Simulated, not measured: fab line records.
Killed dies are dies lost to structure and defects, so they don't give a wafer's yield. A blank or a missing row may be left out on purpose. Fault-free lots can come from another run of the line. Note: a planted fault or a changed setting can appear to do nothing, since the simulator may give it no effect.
Matching of chambers    flow nand-harc    NHARC_P_GATE_DESCUM_93 on rie-diel-05: 4 sister chambers
The step chemistry O2, time 3 s. 4 wafers are shown with their chamber, then 10 later ones without.

WAFERS WITH THEIR CHAMBER
wafer   chamber  showerhead-plenum-p-Torr (Torr)
L077.5  3        1.90
L082.1  1        1.82
L086.1  0        1.97
L086.3  2        2.03

WAFERS WITHOUT THEIR CHAMBER
wafer   showerhead-plenum-p-Torr (Torr)
L086.4  1.90
L088.1  1.82
L088.2  1.90
L088.5  1.97
L089.4  1.82
L089.5  1.97
L089.6  1.82
L096.3  2.03
L096.4  1.81
L096.5  1.90

WHICH CHAMBER EACH WENT THROUGH
wafer   from the rows above  in truth
L086.4  3                    3
L088.1  1                    1
L088.2  3                    3
L088.5  0                    0
L089.4  1                    1
L089.5  0                    0
L089.6  1                    1
L096.3  2                    2
L096.4  1                    1
L096.5  3                    3
Placed correctly: 10 of 10. Left unplaced by these rows: 0. Number placed wrongly: 0.
How it was worked out, from the rows above alone: a wafer's distance from a chamber is the root of the sum, over the readings, of the square of ((its reading less the chamber's mean) divided by the reading's scatter). The wafer belongs to the nearest chamber; if the next one is less than 2 further off, it can't be placed. The mean given for a chamber averages the wafers shown for that chamber. The scatter: root of mean squared gap, hidden wafer to nearest shown wafer, with one shown wafer a chamber.
